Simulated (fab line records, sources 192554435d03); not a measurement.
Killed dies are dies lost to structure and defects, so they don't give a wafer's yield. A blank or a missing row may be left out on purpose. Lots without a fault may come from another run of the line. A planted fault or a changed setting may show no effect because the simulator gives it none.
Chamber matching | flow n5_finfet | N5_BEOL_M4_ETCH_63 on rie_diel-04: 4 sister chambers
The step etches SiARC in CF4, target depth 15.6 nm, time 26 s. 4 wafers are shown with their chamber, then 11 later ones without.

WAFERS WITH THEIR CHAMBER
wafer  | chamber | drypump_motor_current_A (A)
L087.2 | 0       | 4.8
L089.3 | 3       | 5.8
L088.4 | 2       | 5.8
L091.2 | 1       | 5.9

WAFERS WITHOUT THEIR CHAMBER
wafer  | drypump_motor_current_A (A)
L091.4 | 4.8
L091.6 | 5.9
L093.1 | 5.9
L093.5 | 5.8
L093.6 | 5.8
L095.2 | 5.8
L095.3 | 4.7
L095.4 | 5.8
L097.1 | 4.8
L097.2 | 5.9
L097.3 | 5.8

WHICH CHAMBER EACH WENT THROUGH
wafer  | from the rows above     | in truth
L091.4 | 0                       | 0
L091.6 | 1                       | 1
L093.1 | 1                       | 1
L093.5 | can't be placed: 2 or 3 | 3
L093.6 | can't be placed: 2 or 3 | 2
L095.2 | can't be placed: 2 or 3 | 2
L095.3 | 0                       | 0
L095.4 | can't be placed: 2 or 3 | 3
L097.1 | 0                       | 0
L097.2 | 1                       | 1
L097.3 | can't be placed: 2 or 3 | 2
Placed correctly: 6 of 11. Can't be placed from these rows: 5 (the true chamber is among the candidates in 5). Placed wrongly: 0.
How it was worked out, from the rows above alone: a wafer's distance from a chamber is the root of the sum, over the readings, of the square of ((its reading less the chamber's mean) divided by the reading's scatter). The wafer belongs to the nearest chamber; if the next one is less than 2 further off, it can't be placed. A chamber's mean is the mean of its shown wafers. The scatter: with one shown wafer a chamber, the root of the mean of the squares of how far each hidden wafer lies from its nearest shown one.
